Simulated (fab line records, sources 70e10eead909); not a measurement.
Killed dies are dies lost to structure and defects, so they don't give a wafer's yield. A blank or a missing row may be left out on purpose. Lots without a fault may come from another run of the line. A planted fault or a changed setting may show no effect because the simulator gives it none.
Which tool did it? | flow nand_harc | 24 lots, 72 wafers sampled, at 1 step of a route of 1159

WHAT THE GAUGES READ, wafer by wafer
NHARC_A_CONTACT_INSPECT_44. Usual: raw_defect_count 26, standard deviation 12.
lot  | measured     | on                | raw_defect_count | flag
L077 | day 16 08:26 | defect_inspect-01 | 34 27 31         |
L075 | day 16 09:31 | defect_inspect-02 | 23 39 26         |
L074 | day 16 13:33 | defect_inspect-01 | 8 9 11           |
L079 | day 16 15:38 | defect_inspect-02 | 8 12 11          |
L078 | day 17 01:08 | defect_inspect-01 | 19 23 17         |
L076 | day 17 01:40 | defect_inspect-01 | 15 28 20         |
L080 | day 17 23:28 | defect_inspect-02 | 30 37 47         |
L084 | day 18 12:10 | defect_inspect-01 | 11 16 13         |
L082 | day 18 16:13 | defect_inspect-01 | 11 9 13          |
L081 | day 18 21:30 | defect_inspect-01 | 44 31 47         |
L083 | day 18 23:22 | defect_inspect-02 | 49 54 45         |
L089 | day 19 10:48 | defect_inspect-02 | 40 44 31         |
L086 | day 19 11:26 | defect_inspect-01 | 18 15 9          |
L087 | day 19 16:02 | defect_inspect-01 | 14 12 8          |
L085 | day 19 16:46 | defect_inspect-01 | 34 25 35         |
L088 | day 19 21:23 | defect_inspect-02 | 41 25 23         |
L090 | day 20 04:01 | defect_inspect-02 | 10 7 5           |
L091 | day 20 04:43 | defect_inspect-02 | 19 12 17         |
L092 | day 21 07:49 | defect_inspect-02 | 28 29 31         |
L094 | day 21 10:13 | defect_inspect-02 | 39 40 35         |
L093 | day 21 14:35 | defect_inspect-02 | 37 40 38         |
L096 | day 21 23:00 | defect_inspect-01 | 40 28 40         |
L095 | day 21 23:48 | defect_inspect-02 | 37 45 44         |
L097 | day 22 18:02 | defect_inspect-01 | 38 26 28         |

WHICH TOOL RAN EACH LOT (tool, then ch and the chambers of the sampled wafers, then the start)
The record holds no process step before these readings.

WHAT THE TOOLS THEMSELVES READ (means of the sampled wafers that have a number; where no wafer has one, the mark that the record gives instead)
The record holds no such reading with a usual standard deviation.

THE ANSWER, worked out from the rows above alone
Rule: a lot is off if the mean of its wafers that have a number lies more than 3 standard deviations from the usual mean. A lot without any number at a reading at which 4 lots or more have one is off too. The other lots that the step has rows for count as sound. The gauges are gone through in route order, then the tools' own readings, and for those a lot's mean is taken as printed above. The first step at which some lot is off is used, and at that step the reading that is off furthest; a lot without a number counts as furthest.
No lot is off at any reading shown: from this, nothing can be told.

WHAT THE SIMULATOR HAD PUT IN
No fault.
